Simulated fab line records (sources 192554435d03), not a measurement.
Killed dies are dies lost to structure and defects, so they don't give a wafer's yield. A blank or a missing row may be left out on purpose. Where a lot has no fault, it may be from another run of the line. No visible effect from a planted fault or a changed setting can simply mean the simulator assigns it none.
fab line records + flow n5-finfet
[record]
- lots = 6
- wafers = 18
- last-day = 17
route steps=1938 shown BEOL_M9@1406
lots with no fault: from the same line, run without faults
start-h: hours from the record's first day to the start of the lot's first wafer shown + wait-h: hours since the lot's step before + " the same as in the row above + L1.1+2: several wafers, shown together as one row + - no value present, or no start provided + * or withheld: withheld + < > ~ a bound
route shown NAME@n: a module of which the file shows steps, and the number in the route of the first + usual: mean/standard deviation of fault-free wafers + same: alike in all rows + chamber/n: place in a boat + sites: the reading at each site + _std_site: standard deviation across them + _edge_site: the outer-site mean with the inner-site mean subtracted + radius-mm: how far each site lies from the wafer's centre + mask NAME#n: copy n + behind: the last tool/chamber to shape the wafer + hold: reason for holding the lot/hours on hold/outcome of the hold + device: whichever transistor did not switch (one of n, p or np) + end of line: the same wafers' tests at the end of the route + for a step that has no rows: nothing shown but its recipe + killed: at the first sort, the dies lost to defects and structure; wafer yield is something else + map: shows each die of a wafer: x if killed, . if not, _ if none is there
set.NAME: the setting as run; set.NAME@STEP: as run at that earlier step + model.NAME: the simulator's own value behind a step, which no gauge read
lots at selected steps of the route; one table per step, one row per wafer
services: the hour from which a tool's chamber was out of use, counted from the record's first day as start-h (under 0 if before that day), plus the number of hours and why
[[steps]]
[step N5_BEOL_M9_COAT_59]
[recipe]
- resist = SOC
- temp-c = 250
- time-s = 60
- spin-rpm = 1500
- resist-thk-nm = 100
[step N5_BEOL_M9_COAT_60]
[recipe]
- resist = SiARC
- temp-c = 220
- time-s = 60
- spin-rpm = 1500
- resist-thk-nm = 30
[step N5_BEOL_M9_COAT_05]
[recipe]
- resist = CAR-ArF
- spin-rpm = 1500
- resist-thk-nm = 90
[step N5_BEOL_M9_EBR_07]
[recipe]
- solvent = PGMEA
- ebr-width-mm = 1.5
[step N5_BEOL_M9_SOFTBAKE_06]
[recipe]
- temp-c = 110
- time-s = 60
- resist = CAR-ArF
[step N5_BEOL_M9_EXPOSE_08]
[recipe]
- mask-id = M9
- na = 1.35
- source-shape = dipole
- sigma-inner = 0.411
- sigma-outer = 0.611
- polarization = te
- dose-mj = 53.75
[step N5_BEOL_M9_PEB_09]
[recipe]
- peb-temp-c = withheld
- peb-time-s = 60
- resist = CAR-ArF
[step N5_BEOL_M9_DEVELOP_10]
[recipe]
- develop-time-s = 30
- developer = TMAH
- resist = CAR-ArF
- rinse-liquid = diw
- dry = air-spin
- dev-temp-c = 23
[step N5_BEOL_M9_CD_MEAS_11]
[recipe]
- target-cd-nm = 64.1
- landing-energy-ev = 500
- detector = se-inlens
- polarity = opening
[usual]
- cd-nm = 64.2/0.7
| lot.wafer | tool      | chamber | start-h | wait-h | cd-nm |
|-----------|-----------|---------|---------|--------|-------|
| L638.1    | cd-sem-03 | 0       | 246.74  | -      | 63.9  |
| L638.2    | "         | 0       | "       | "      | 64.1  |
| L638.3    | "         | 0       | "       | "      | 64.4  |
| L640.1    | cd-sem-02 | 0       | 256.76  | -      | 63.9  |
| L640.2    | "         | 0       | "       | "      | 63.6  |
| L640.5    | "         | 0       | "       | "      | 63.7  |
| L648.2    | cd-sem-03 | 0       | 312.08  | -      | 65.1  |
| L648.3    | "         | 0       | "       | "      | 64.8  |
| L648.4    | "         | 0       | "       | "      | 64.5  |
| L652.2    | cd-sem-02 | 0       | 331.76  | -      | 64.5  |
| L652.5    | "         | 0       | "       | "      | 64.6  |
| L652.6    | "         | 0       | "       | "      | 63.5  |
| L655.3    | cd-sem-01 | 0       | 340.88  | -      | 65.2  |
| L655.5    | "         | 0       | "       | "      | 64.5  |
| L655.6    | "         | 0       | "       | "      | 64.8  |
| L657.1    | cd-sem-03 | 0       | 354.55  | -      | 62.5  |
| L657.2    | "         | 0       | "       | "      | 63.5  |
| L657.4    | "         | 0       | "       | "      | 63.9  |
[step N5_BEOL_M9_OVL_MEAS_12]
[recipe]
- points-per-wafer = 44
[usual]
- M9_OVL = 0.1/0.76
| lot.wafer | tool       | chamber | start-h | wait-h | M9_OVL[nm] |
|-----------|------------|---------|---------|--------|------------|
| L638.1    | overlay-02 | 0       | 246.77  | 0.0    | -1.2       |
| L638.2    | "          | 0       | "       | "      | -0.4       |
| L638.3    | "          | 0       | "       | "      | -1.5       |
| L640.1    | overlay-01 | 0       | 256.79  | 0.0    | 0.6        |
| L640.2    | "          | 0       | "       | "      | 0.1        |
| L640.5    | "          | 0       | "       | "      | 0.6        |
| L648.2    | overlay-01 | 0       | 312.11  | 0.0    | -0.5       |
| L648.3    | "          | 0       | "       | "      | 0.9        |
| L648.4    | "          | 0       | "       | "      | -0.5       |
| L652.2    | overlay-01 | 0       | 331.78  | 0.0    | 0.9        |
| L652.5    | "          | 0       | "       | "      | -0.6       |
| L652.6    | "          | 0       | "       | "      | 0.4        |
| L655.3    | overlay-02 | 0       | 340.91  | 0.0    | -0.8       |
| L655.5    | "          | 0       | "       | "      | -1.1       |
| L655.6    | "          | 0       | "       | "      | -1.7       |
| L657.1    | overlay-01 | 0       | 354.58  | 0.0    | 0.3        |
| L657.2    | "          | 0       | "       | "      | 1.2        |
| L657.4    | "          | 0       | "       | "      | 0.1        |
[step N5_BEOL_M9_INSPECT_13]
[recipe]
- mode = adi
- inspect-instrument = brightfield
[usual]
- raw-defect-count = 404/90
| lot.wafer | tool              | chamber | start-h | wait-h | raw-defect-count |
|-----------|-------------------|---------|---------|--------|------------------|
| L638.1    | defect-inspect-01 | -       | 246.79  | 0.0    | 311              |
| L638.2    | "                 | -       | "       | "      | 381              |
| L638.3    | "                 | -       | "       | "      | 296              |
| L640.1    | defect-inspect-01 | -       | 256.81  | 0.0    | 385              |
| L640.2    | "                 | -       | "       | "      | 449              |
| L640.5    | "                 | -       | "       | "      | 509              |
| L648.2    | defect-inspect-02 | -       | 312.13  | 0.0    | 426              |
| L648.3    | "                 | -       | "       | "      | 484              |
| L648.4    | "                 | -       | "       | "      | 485              |
| L652.2    | defect-inspect-01 | -       | 331.81  | 0.0    | 308              |
| L652.5    | "                 | -       | "       | "      | 305              |
| L652.6    | "                 | -       | "       | "      | 381              |
| L655.3    | defect-inspect-01 | -       | 340.94  | 0.0    | 288              |
| L655.5    | "                 | -       | "       | "      | 252              |
| L655.6    | "                 | -       | "       | "      | 234              |
| L657.1    | defect-inspect-02 | -       | 354.61  | 0.0    | 266              |
| L657.2    | "                 | -       | "       | "      | 356              |
| L657.4    | "                 | -       | "       | "      | 275              |
[step N5_BEOL_M9_DESCUM_16]
[recipe]
- chemistry = O2
- time-s = 7.9
- source-power-w = 50
- bias-power-w = 20
- pressure-mtorr = 20
- rf-frequency-hz = 2.712e+07
- temp-c = 40
- resist = CAR-ArF
- o2-flow-sccm = 225
[usual]
- drypump-motor-current-A = 5.6/0.45
- oes-product-au = 0.81/0.08
- rf-vpp-V = 243.5/1.6
- showerhead-plenum-p-Torr = 2.11/0.087
- throttle-valve-pct = 20.50/0.2
| lot.wafer | tool        | chamber | start-h | wait-h | drypump-motor-current-A | oes-product-au | rf-hours-counter-h | rf-vpp-V | showerhead-plenum-p-Torr | throttle-valve-pct |
|-----------|-------------|---------|---------|--------|-------------------------|----------------|--------------------|----------|--------------------------|--------------------|
| L638.1    | rie-diel-04 | 2       | 246.92  | 0.1    | 6.1                     | 0.84           | 58                 | 246.2    | 2.19                     | 20.55              |
| L638.2    | "           | 3       | "       | "      | 6.2                     | 0.78           | 141                | 241.6    | 2.03                     | 20.86              |
| L638.3    | "           | 0       | "       | "      | 4.8                     | 0.88           | 27                 | 245.5    | 2.23                     | 20.30              |
| L640.1    | rie-diel-05 | 3       | 256.85  | 0.0    | 5.9                     | 0.85           | 64                 | 245.4    | 2.21                     | 20.31              |
| L640.2    | "           | 2       | "       | "      | 5.5                     | 0.80           | 108                | 242.1    | 2.02                     | 20.53              |
| L640.5    | "           | 3       | "       | "      | 5.9                     | 0.84           | -                  | 245.3    | 2.21                     | 20.30              |
| L648.2    | rie-diel-05 | 0       | 312.17  | 0.0    | 5.4                     | 0.95           | 6                  | 245.1    | 2.22                     | 20.27              |
| L648.3    | "           | 2       | "       | "      | 5.5                     | 0.77           | 129                | 242.5    | 2.01                     | 20.56              |
| L648.4    | "           | 1       | "       | "      | 6.3                     | 0.69           | 228                | 245.5    | 2.07                     | 20.82              |
| L652.2    | rie-diel-02 | 0       | 331.84  | 0.0    | 5.8                     | 0.68           | 239                | 242.3    | 2.07                     | 20.80              |
| L652.5    | "           | 1       | "       | "      | 5.1                     | 0.86           | -                  | 241.1    | 2.03                     | 20.49              |
| L652.6    | "           | 2       | "       | "      | 5.8                     | 0.81           | -                  | 245.0    | 2.20                     | 20.40              |
| L655.3    | rie-diel-04 | 0       | 340.98  | 0.0    | 4.8                     | 0.84           | 58                 | 246.5    | 2.22                     | 20.32              |
| L655.5    | "           | 0       | "       | "      | 4.8                     | 0.84           | -                  | 246.1    | 2.22                     | 20.32              |
| L655.6    | "           | 1       | "       | "      | 5.2                     | 0.95           | -                  | 243.5    | 2.04                     | 20.18              |
| L657.1    | rie-diel-04 | 0       | 355.13  | 0.5    | 4.7                     | 0.83           | 63                 | 244.7    | 2.22                     | 20.32              |
| L657.2    | "           | 2       | "       | "      | 6.2                     | 0.79           | 92                 | 245.2    | 2.18                     | 20.59              |
| L657.4    | "           | 0       | "       | "      | 4.8                     | 0.83           | -                  | 245.2    | 2.22                     | 20.34              |
[step N5_BEOL_M9_ETCH_61]
[recipe]
- chemistry = CF4
- target = SiARC
- target-depth-a = 390
- mask-material = CAR-ArF
- time-s = 65
- ion-energy-ev = 80
- pressure-mtorr = 40
- source-w = 545
- bias-w = 36
- Ar_flow_sccm = 100
- cf4-flow-sccm = 100
- ends = cleared
[usual]
- drypump-motor-current-A = 5.6/0.45
- etch-rf-on-time-s = 64.6/1.4
- oes-product-au = 0.70/0.069
- rf-vpp-V = 184.3/1.4
- showerhead-plenum-p-Torr = 2.16/0.084
- throttle-valve-pct = 15.66/0.2
| lot.wafer | tool        | chamber | start-h | wait-h | drypump-motor-current-A | etch-rf-on-time-s | oes-product-au | rf-hours-counter-h | rf-vpp-V | showerhead-plenum-p-Torr | throttle-valve-pct |
|-----------|-------------|---------|---------|--------|-------------------------|-------------------|----------------|--------------------|----------|--------------------------|--------------------|
| L638.1    | rie-diel-04 | 2       | 246.95  | 0.0    | 6.2                     | 63.8              | 0.71           | 58                 | 187.8    | 2.27                     | 15.89              |
| L638.2    | "           | 3       | "       | "      | 6.1                     | 65.7              | 0.66           | 141                | 182.5    | 2.06                     | 15.85              |
| L638.3    | "           | 0       | "       | "      | 4.8                     | 63.3              | 0.76           | 27                 | 185.2    | 2.26                     | 15.40              |
| L640.1    | rie-diel-05 | 3       | 256.88  | 0.0    | 5.9                     | 64.1              | 0.72           | 64                 | 186.2    | 2.26                     | 15.45              |
| L640.2    | "           | 2       | "       | "      | 5.5                     | 65.0              | 0.67           | 108                | 182.3    | 2.08                     | 15.67              |
| L640.5    | "           | 3       | "       | "      | 5.9                     | 65.0              | 0.71           | -                  | 188.1    | 2.26                     | 15.45              |
| L648.2    | rie-diel-05 | 0       | 312.20  | 0.0    | 5.4                     | 65.2              | 0.80           | 6                  | 184.3    | 2.27                     | 15.35              |
| L648.3    | "           | 2       | "       | "      | 5.5                     | 64.8              | 0.66           | 129                | 182.3    | 2.07                     | 15.73              |
| L648.4    | "           | 1       | "       | "      | 6.3                     | 68.1              | 0.57           | 228                | 182.2    | 2.11                     | 15.90              |
| L652.2    | rie-diel-02 | 0       | 331.88  | 0.0    | 5.7                     | 66.2              | 0.58           | 239                | 184.0    | 2.11                     | 15.96              |
| L652.5    | "           | 1       | "       | "      | 5.1                     | 62.8              | 0.74           | -                  | 181.7    | 2.11                     | 15.76              |
| L652.6    | "           | 2       | "       | "      | 5.9                     | 65.2              | 0.70           | -                  | 185.0    | 2.25                     | 15.55              |
| L655.3    | rie-diel-04 | 0       | 341.01  | 0.0    | 4.8                     | 61.2              | 0.73           | 58                 | 186.1    | 2.25                     | 15.46              |
| L655.5    | "           | 0       | "       | "      | 4.8                     | 61.1              | 0.73           | -                  | 185.4    | 2.25                     | 15.47              |
| L655.6    | "           | 1       | "       | "      | 5.2                     | 66.2              | 0.80           | -                  | 183.0    | 2.09                     | 15.35              |
| L657.1    | rie-diel-04 | 0       | 355.16  | 0.0    | 4.8                     | 60.8              | 0.74           | 63                 | 185.3    | 2.25                     | 15.47              |
| L657.2    | "           | 2       | "       | "      | 6.1                     | 65.2              | 0.67           | 92                 | 186.2    | 2.26                     | 15.92              |
| L657.4    | "           | 0       | "       | "      | 4.8                     | 60.7              | 0.74           | -                  | 184.7    | 2.25                     | 15.47              |
[step N5_BEOL_M9_ETCH_62]
[recipe]
- chemistry = N2/H2
- target = SOC
- target-depth-a = 1100
- overetch-a = 220
- mask-material = SiARC
- temp-c = 40
- time-s = 165
- ion-energy-ev = 200
- pressure-mtorr = 30
- source-w = 840
- bias-w = 150
- n2-flow-sccm = 200
- h2-flow-sccm = 200
[usual]
- drypump-motor-current-A = 5.6/0.45
- oes-product-au = 0.69/0.063
- rf-vpp-V = 524/3.2
- showerhead-plenum-p-Torr = 2.57/0.11
- throttle-valve-pct = 17.96/0.2
| lot.wafer | tool        | chamber | start-h | wait-h | drypump-motor-current-A | oes-product-au | rf-hours-counter-h | rf-vpp-V | showerhead-plenum-p-Torr | throttle-valve-pct |
|-----------|-------------|---------|---------|--------|-------------------------|----------------|--------------------|----------|--------------------------|--------------------|
| L638.1    | rie-diel-04 | 2       | 247.00  | 0.0    | 6.2                     | 0.71           | 58                 | 529      | 2.69                     | 18.07              |
| L638.2    | "           | 3       | "       | "      | 6.2                     | 0.66           | 141                | 519      | 2.46                     | 18.29              |
| L638.3    | "           | 0       | "       | "      | 4.8                     | 0.74           | 27                 | 529      | 2.71                     | 17.65              |
| L640.1    | rie-diel-05 | 3       | 256.93  | 0.0    | 5.9                     | 0.70           | 64                 | 529      | 2.69                     | 17.72              |
| L640.2    | "           | 2       | "       | "      | 5.5                     | 0.67           | 108                | 523      | 2.46                     | 17.92              |
| L640.5    | "           | 3       | "       | "      | 5.9                     | 0.70           | -                  | 527      | 2.69                     | 17.72              |
| L648.2    | rie-diel-05 | 0       | 312.25  | 0.0    | 5.4                     | 0.80           | 6                  | 529      | 2.73                     | 17.86              |
| L648.3    | "           | 2       | "       | "      | 5.5                     | 0.66           | 129                | 521      | 2.45                     | 17.94              |
| L648.4    | "           | 1       | "       | "      | 6.3                     | 0.58           | 228                | 522      | 2.53                     | 18.30              |
| L652.2    | rie-diel-02 | 0       | 331.93  | 0.0    | 5.7                     | 0.59           | 239                | 523      | 2.51                     | 18.15              |
| L652.5    | "           | 1       | "       | "      | 5.1                     | 0.73           | -                  | 522      | 2.47                     | 17.96              |
| L652.6    | "           | 2       | "       | "      | 5.8                     | 0.69           | -                  | 527      | 2.69                     | 17.87              |
| L655.3    | rie-diel-04 | 0       | 341.06  | 0.0    | 4.8                     | 0.70           | 58                 | 528      | 2.70                     | 17.68              |
| L655.5    | "           | 0       | "       | "      | 4.8                     | 0.70           | -                  | 529      | 2.70                     | 17.69              |
| L655.6    | "           | 1       | "       | "      | 5.2                     | 0.80           | -                  | 521      | 2.49                     | 17.53              |
| L657.1    | rie-diel-04 | 0       | 355.21  | 0.0    | 4.8                     | 0.70           | 63                 | 527      | 2.70                     | 17.70              |
| L657.2    | "           | 2       | "       | "      | 6.2                     | 0.67           | 92                 | 527      | 2.67                     | 18.12              |
| L657.4    | "           | 0       | "       | "      | 4.8                     | 0.70           | -                  | 528      | 2.70                     | 17.71              |
[[services]]
| tool        | chamber | start-h | hours | kind                          |
|-------------|---------|---------|-------|-------------------------------|
| rie-diel-05 | 1       | 238.66  | 19.1  | repair                        |
| rie-diel-02 | 3       | 253.47  | 2.3   | repair                        |
| rie-diel-04 | 1       | 263.33  | -     | clean                         |
| rie-diel-04 | 1       | 263.33  | -     | consumable-replace:focus-ring |
| rie-diel-04 | 1       | 263.33  | 21.3  | scheduled-down                |
| rie-diel-04 | 1       | 263.33  | 21.3  | vent-cycle                    |
| rie-diel-05 | 0       | 273.24  | -     | clean                         |
| rie-diel-05 | 0       | 273.24  | -     | consumable-replace:focus-ring |
| rie-diel-05 | 0       | 273.24  | -     | consumable-replace:showerhead |
| rie-diel-04 | 3       | 352.37  | 5.9   | repair                        |
[[key]]
[first-sign]
- step = N5_BEOL_M9_ETCH_61
- reading = etch-rf-on-time-s
- direction = down
- sigmas = 2.7
- usual = *
- struck = *
effect none on later readings
met-at N5_BEOL_M9_ETCH_61
struck-wafers L655.3,L655.5,L657.1,L657.4
onset-between 246.95 341.01
[fault]
- kind = process-parameter-drift
- tool = rie-diel-04
- chamber = 0
- onset-h = 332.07
- steps = N5_BEOL_M9_ETCH_61
- channel = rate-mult
- offset = 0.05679
- shape = step
- end-h = 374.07
